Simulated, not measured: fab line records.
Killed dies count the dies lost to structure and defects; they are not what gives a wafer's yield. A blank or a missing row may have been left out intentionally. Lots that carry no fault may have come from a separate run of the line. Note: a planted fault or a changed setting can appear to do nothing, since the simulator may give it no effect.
Matching of chambers || flow n5-finfet || N5_BEOL_M1_ALD_98 on ald-sin-04 has 4 sister chambers
The step deposits SiO2, target thk 2.5 nm, pulse time 1 s, co reactant pulse time 1 s. 4 wafers are shown with their chamber, then 11 later ones without.

WAFERS WITH THEIR CHAMBER
{"wafer": "L085.4", "chamber": 2, "heater-power-w (W)": 72}
{"wafer": "L087.2", "chamber": 1, "heater-power-w (W)": 79}
{"wafer": "L087.6", "chamber": 3, "heater-power-w (W)": 84}
{"wafer": "L088.1", "chamber": 0, "heater-power-w (W)": 74}

WAFERS WITH NO CHAMBER GIVEN
{"wafer": "L088.3", "heater-power-w (W)": 85}
{"wafer": "L088.4", "heater-power-w (W)": 73}
{"wafer": "L093.1", "heater-power-w (W)": 76}
{"wafer": "L093.2", "heater-power-w (W)": 79}
{"wafer": "L093.6", "heater-power-w (W)": 75}
{"wafer": "L094.2", "heater-power-w (W)": 77}
{"wafer": "L094.3", "heater-power-w (W)": 76}
{"wafer": "L094.6", "heater-power-w (W)": 78}
{"wafer": "L097.1", "heater-power-w (W)": 77}
{"wafer": "L097.2", "heater-power-w (W)": 84}
{"wafer": "L097.4", "heater-power-w (W)": 73}

WHICH CHAMBER EACH WENT THROUGH
{"wafer": "L088.3", "from the rows above": 3, "in truth": 3}
{"wafer": "L088.4", "from the rows above": "can't be placed: 0 or 2", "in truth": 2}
{"wafer": "L093.1", "from the rows above": "can't be placed: 0 or 1 or 2", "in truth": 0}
{"wafer": "L093.2", "from the rows above": 1, "in truth": 1}
{"wafer": "L093.6", "from the rows above": "can't be placed: 0 or 2", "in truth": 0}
{"wafer": "L094.2", "from the rows above": "can't be placed: 1 or 0", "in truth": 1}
{"wafer": "L094.3", "from the rows above": "can't be placed: 0 or 1 or 2", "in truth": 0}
{"wafer": "L094.6", "from the rows above": 1, "in truth": 1}
{"wafer": "L097.1", "from the rows above": "can't be placed: 1 or 0", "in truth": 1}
{"wafer": "L097.2", "from the rows above": 3, "in truth": 3}
{"wafer": "L097.4", "from the rows above": "can't be placed: 0 or 2", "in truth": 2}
Placed correctly: 4 of 11. These rows do not allow placing 7 (true chamber among the candidates in 7). Wrongly placed: 0.
How it was worked out, from the rows above alone: a wafer's distance from a chamber is the root of the sum, over the readings, of the square of ((its reading less the chamber's mean) divided by the reading's scatter). The wafer belongs to the nearest chamber; if the next one is less than 2 further off, it can't be placed. Each chamber's mean is taken over the wafers shown for it. The scatter (one wafer shown for each chamber): square how far every hidden wafer sits from the nearest shown wafer, average those squares and take the square root.
